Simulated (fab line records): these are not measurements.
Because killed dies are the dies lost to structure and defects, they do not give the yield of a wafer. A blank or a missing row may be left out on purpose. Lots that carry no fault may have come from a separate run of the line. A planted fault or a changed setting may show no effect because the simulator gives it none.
Chamber matching	flow n5_finfet	4 sister chambers for N5_FIN_CUT_STRIP_24 on rie_diel-04
The step strips in CF4. 4 wafers are shown with their chamber, then 8 later ones without.

EACH WAFER AND ITS CHAMBER
wafer	chamber	showerhead_plenum_p_Torr (Torr)
L081.2	2	1.76
L084.4	1	1.86
L084.6	0	1.85
L085.1	3	1.85

WAFERS WITHOUT THEIR CHAMBER
wafer	showerhead_plenum_p_Torr (Torr)
L085.2	1.85
L085.6	1.76
L091.1	1.85
L091.2	1.84
L091.3	1.75
L092.1	1.84
L092.2	1.85
L092.3	1.75

CHAMBER TAKEN BY EACH
wafer	from the rows above	in truth
L085.2	can't be placed: 0 or 3 or 1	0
L085.6	2	2
L091.1	can't be placed: 0 or 3 or 1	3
L091.2	can't be placed: 0 or 3 or 1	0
L091.3	2	2
L092.1	can't be placed: 0 or 3 or 1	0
L092.2	can't be placed: 0 or 3 or 1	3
L092.3	2	2
3 of 8 placed correctly. From these rows, 5 cannot be placed; in 5 the true chamber is one of the candidates. Number placed wrongly: 0.
How it was worked out, from the rows above alone: a wafer's distance from a chamber is the root of the sum, over the readings, of the square of ((its reading less the chamber's mean) divided by the reading's scatter). If the next closest chamber is less than 2 further off than the closest, the wafer can't be placed; otherwise it belongs to the closest. For every chamber, the mean is computed from those of its wafers that are shown. The scatter: with one shown wafer a chamber, the root of the mean of the squares of how far each hidden wafer lies from its nearest shown one.
